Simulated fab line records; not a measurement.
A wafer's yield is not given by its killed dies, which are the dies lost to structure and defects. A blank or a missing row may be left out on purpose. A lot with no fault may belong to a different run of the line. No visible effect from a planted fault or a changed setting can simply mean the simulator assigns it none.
Problem report in the 8D (eight disciplines) form, filled by code ; flow nand harc ; the parts of the form that need people (team, actions taken, sign-off) are left out

== 1. WHAT IS WRONG ==
oes product au at NHARC_A_CONTACT_ETCH_30 reads a mean of 0.796 a.u. on 2 wafers of 2 lots; wafers without a fault read 0.936 a.u. with a standard deviation of 0.02. Measured from the usual mean, that is -7.0 standard deviations.
The step: etches the open film in CF4/CHF3, target depth 72.6 nm, time 36.3 s.
Seen first at day 29 15:20 on rie diel-01, wafer L930.6. Wafers with a number at this step in the record: 42, from 14 lots. By rule, "out" or "out of limits" means more than 4 standard deviations away from the usual mean. All remaining wafers that have a number are taken as sound.

== 2. WHAT IT IS; WHAT IT IS NOT ==
question;is;is not
which readings at this step;oes product au;cf4 flow sccm, drypump motor current A, rf vpp V, showerhead plenum p Torr, throttle valve pct
which lots;L930, L931;L912, L913, L914, L915, L916, L917, L919, L920, L921, L927, L932, L934
which wafers of those lots;L930.6, L931.6;L930.4, L930.5, L931.1, L931.5
read on which tools;rie diel-01;rie diel-05, rie diel-07
when;from day 29 15:20;"up to then (32 sound wafers); but 8 sound wafers of L931, L932, L934 came after"

== 3. SUSPECTS, AND WHAT RULES EACH OUT ==
Counting: a tool at a process step up to the reading stays a suspect if it ran every lot that is out. Sound lots after the first of them don't rule it out here, since some wafers of a struck lot are sound.
- rie diel-01 at NHARC_A_CONTACT_STRIP_82 (strips in O2): kept. Ran every lot that is out, first one L930 (day 29 15:20); last sound lot up to then L920 (day 26 19:40). Because NHARC_A_CONTACT_STRIP_82 lacks a start for some lots, the hours and order of its lots are taken from NHARC_A_CONTACT_ETCH_30.
- rie diel-01 at NHARC_A_CONTACT_ETCH_30 (etches the open film in CF4/CHF3, target depth 72.6 nm, time 36.3 s): kept. Ran every lot that is out, first one L930 (day 29 15:20); last sound lot up to then L921 (day 26 14:58). On those wafers its own readings are out: oes product au.
- In rie diel-01 at NHARC_A_CONTACT_ETCH_30, the wafers that are out were processed in chamber 0 and their sound lot-mates in chambers 1, 2, 3.
The count leaves rie diel-01 at NHARC_A_CONTACT_ETCH_30 and rie diel-01 at NHARC_A_CONTACT_STRIP_82.

== 4. THE CAUSE (what the simulator had put in) ==
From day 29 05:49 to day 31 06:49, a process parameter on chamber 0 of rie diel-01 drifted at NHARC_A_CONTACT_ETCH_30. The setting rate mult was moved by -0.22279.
2 suspects survive the count, and this tool is in that group.

== 5. THE EFFECT CHAIN, in route order ==
Each row: a reading whose mean over the struck wafers that have a number lies more than 3 standard deviations from the usual. Scope: only readings with a usual standard deviation given in the record; hours: median across lots of the time from each lot's start at the first step in this table that gives one to its start at this step; sigmas: change in usual standard deviations.
hours;step;reading;usual;on struck wafers;change;sigmas
0;NHARC_A_CONTACT_ETCH_30;oes product au;0.936 a.u.;0.796;-0.140;-7.0
The process steps in it:
- NHARC_A_CONTACT_ETCH_30: etches the open film in CF4/CHF3, target depth 72.6 nm, time 36.3 s.

== 6. HOW IT WOULD HAVE BEEN CAUGHT EARLIER ==
In this record no reading fell out of limits until day 29 15:20, 10 hours after the fault had begun at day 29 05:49.
